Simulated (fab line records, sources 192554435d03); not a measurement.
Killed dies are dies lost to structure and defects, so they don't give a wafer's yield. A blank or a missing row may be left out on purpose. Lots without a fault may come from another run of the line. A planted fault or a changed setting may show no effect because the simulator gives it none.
Split-lot experiment | flow n5_finfet | 7 lots, 39 wafers read, on a route of 1938 steps

THE SPLIT
At N5_BEOL_M5_HM_DEP_02 (deposits TiN, target thk 20 nm), the setting target_thk_a was moved away from the recipe's 200 angstrom on 6 of the 39 wafers read, by +32.4% to +44.4%. The other wafers ran this setting at the recipe's value.

FROM THE SPLIT TO THE READING: what the file shows between them, 4 steps
- N5_BEOL_M5_COAT_59: time 60 s, resist thk 60 nm
- N5_BEOL_M5_COAT_60: time 60 s, resist thk 12 nm
- N5_BEOL_M5_STRIP_73: strips in N2/H2
- N5_BEOL_M5_STRIP_64: strips in CF4

THE READING
etch.depth_nm (the simulator's own value, which no gauge read), in nm, at N5_BEOL_M5_HM_OPEN_17 (chemistry Cl2/BCl3, target TiN, target depth 20 nm, overetch 6 nm). The file gives no usual value for it. The 33 wafers here that ran the recipe average 19.89 nm, standard deviation 0.15 nm.

wafer  | tool, chamber at the split | target_thk_a as run, angstrom | against the recipe | etch.depth_nm, nm | against lot-mates on the recipe
L074.1 | pvd_sputter-01, -          | 200                           | recipe             | 20.17             | -
L074.3 | pvd_sputter-01, -          | 200                           | recipe             | 19.9              | -
L074.6 | pvd_sputter-01, -          | 200                           | recipe             | 20.05             | -
L079.1 | pvd_sputter-03, -          | 288.8                         | +44.4%             | 27.31             | +7.41
L079.2 | pvd_sputter-03, -          | 200                           | recipe             | 19.95             | -
L079.3 | pvd_sputter-03, -          | 200                           | recipe             | 19.95             | -
L079.4 | pvd_sputter-03, -          | 288.8                         | +44.4%             | 26.33             | +6.43
L079.5 | pvd_sputter-03, -          | 288.8                         | +44.4%             | 26.48             | +6.58
L079.6 | pvd_sputter-03, -          | 200                           | recipe             | 19.8              | -
L084.1 | pvd_sputter-03, -          | 200                           | recipe             | 19.77             | -
L084.2 | pvd_sputter-03, -          | 200                           | recipe             | 20.1              | -
L084.3 | pvd_sputter-03, -          | 200                           | recipe             | 19.88             | -
L084.4 | pvd_sputter-03, -          | 200                           | recipe             | 19.94             | -
L084.5 | pvd_sputter-03, -          | 200                           | recipe             | 19.82             | -
L084.6 | pvd_sputter-03, -          | 200                           | recipe             | 19.8              | -
L086.1 | pvd_sputter-01, -          | 200                           | recipe             | 19.81             | -
L086.2 | pvd_sputter-01, -          | 200                           | recipe             | 19.9              | -
L086.6 | pvd_sputter-01, -          | 200                           | recipe             | 19.9              | -
L086.3 | pvd_sputter-01, -          | 200                           | recipe             | 19.93             | -
L086.4 | pvd_sputter-01, -          | 200                           | recipe             | 19.95             | -
L086.5 | pvd_sputter-01, -          | 200                           | recipe             | 19.82             | -
L088.1 | pvd_sputter-01, -          | 200                           | recipe             | 19.9              | -
L088.2 | pvd_sputter-01, -          | 200                           | recipe             | 19.67             | -
L088.3 | pvd_sputter-01, -          | 200                           | recipe             | 19.76             | -
L088.4 | pvd_sputter-01, -          | 200                           | recipe             | 19.79             | -
L088.5 | pvd_sputter-01, -          | 200                           | recipe             | 19.59             | -
L088.6 | pvd_sputter-01, -          | 200                           | recipe             | 19.64             | -
L090.1 | pvd_sputter-03, -          | 264.8                         | +32.4%             | 26.38             | +6.31
L090.2 | pvd_sputter-03, -          | 200                           | recipe             | 20.2              | -
L090.3 | pvd_sputter-03, -          | 264.8                         | +32.4%             | 25.93             | +5.86
L090.4 | pvd_sputter-03, -          | 200                           | recipe             | 19.86             | -
L090.5 | pvd_sputter-03, -          | 264.8                         | +32.4%             | 26.72             | +6.65
L090.6 | pvd_sputter-03, -          | 200                           | recipe             | 20.14             | -
L093.1 | pvd_sputter-03, -          | 200                           | recipe             | 19.83             | -
L093.2 | pvd_sputter-03, -          | 200                           | recipe             | 19.86             | -
L093.3 | pvd_sputter-03, -          | 200                           | recipe             | 20.15             | -
L093.4 | pvd_sputter-03, -          | 200                           | recipe             | 19.97             | -
L093.5 | pvd_sputter-03, -          | 200                           | recipe             | 19.74             | -
L093.6 | pvd_sputter-03, -          | 200                           | recipe             | 19.9              | -

THE FIT
A straight line over all 39 wafers: etch.depth_nm changes by +0.169 nm for each +1% of target_thk_a; r = +0.99; the points scatter about the line by 0.4 nm.
The same after taking each lot's own level away (the mean of its wafers on the recipe; 39 wafers): +0.167 nm for each +1%; r = +0.99; scatter 0.35 nm.
On that fit, the largest move of target_thk_a shifts the reading by 7.4 nm.
The lots' own levels span 19.725 to 20.067 nm, that is 2.3 times the standard deviation above.
So the lot-to-lot level changes the slope little: the two slopes agree.
Check: with one of the wafers moved furthest among these (+44.4%) left out of the fit, the line predicts +7.43 nm for it against its lot-mates. It came out at +7.41 nm against them.

OTHER SPLITS ON THESE WAFERS
These wafers also went through other splits before the reading. Each is held against what the fit with the lots' levels taken away leaves over:
other split on the same wafers    | wafers away from the commonest value | r with etch.depth_nm (lot level and that fit taken away)
N5_FIN_SAQP_HM_DEP_03 time_s      | 15                                   | -0.12
N5_MOL_CONTACT_COAG_ALD_27 time_s | 12                                   | +0.11
N5_BEOL_M0_DEP_125 time_s         | 12                                   | +0.00
N5_BEOL_M2_ILD_DEP_00 time_s      | 12                                   | -0.11
N5_BEOL_M3_TRENCH_ETCH_37 time_s  | 15                                   | -0.39

THE WHOLE CHAIN: every reading that the file lists as answering this split, in the file's order
step                  | what it does                                                      | reading                                                                          | change (the file's fit)               | r (the file's)
N5_BEOL_M5_HM_DEP_02  | deposits TiN, target thk 20 nm                                    | TiN_of_BEOL_M5_HM_DEP_02.thk_nm (the simulator's own value, which no gauge read) | +0.202 nm for each +1% of the setting | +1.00
N5_BEOL_M5_HM_OPEN_17 | chemistry Cl2/BCl3, target TiN, target depth 20 nm, overetch 6 nm | etch.depth_nm (the simulator's own value, which no gauge read)                   | +0.167 nm for each +1% of the setting | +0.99

THE FILE'S OWN FIT
etch.depth_nm changes by +0.167 nm for each +1% of target_thk_a, r = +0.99.
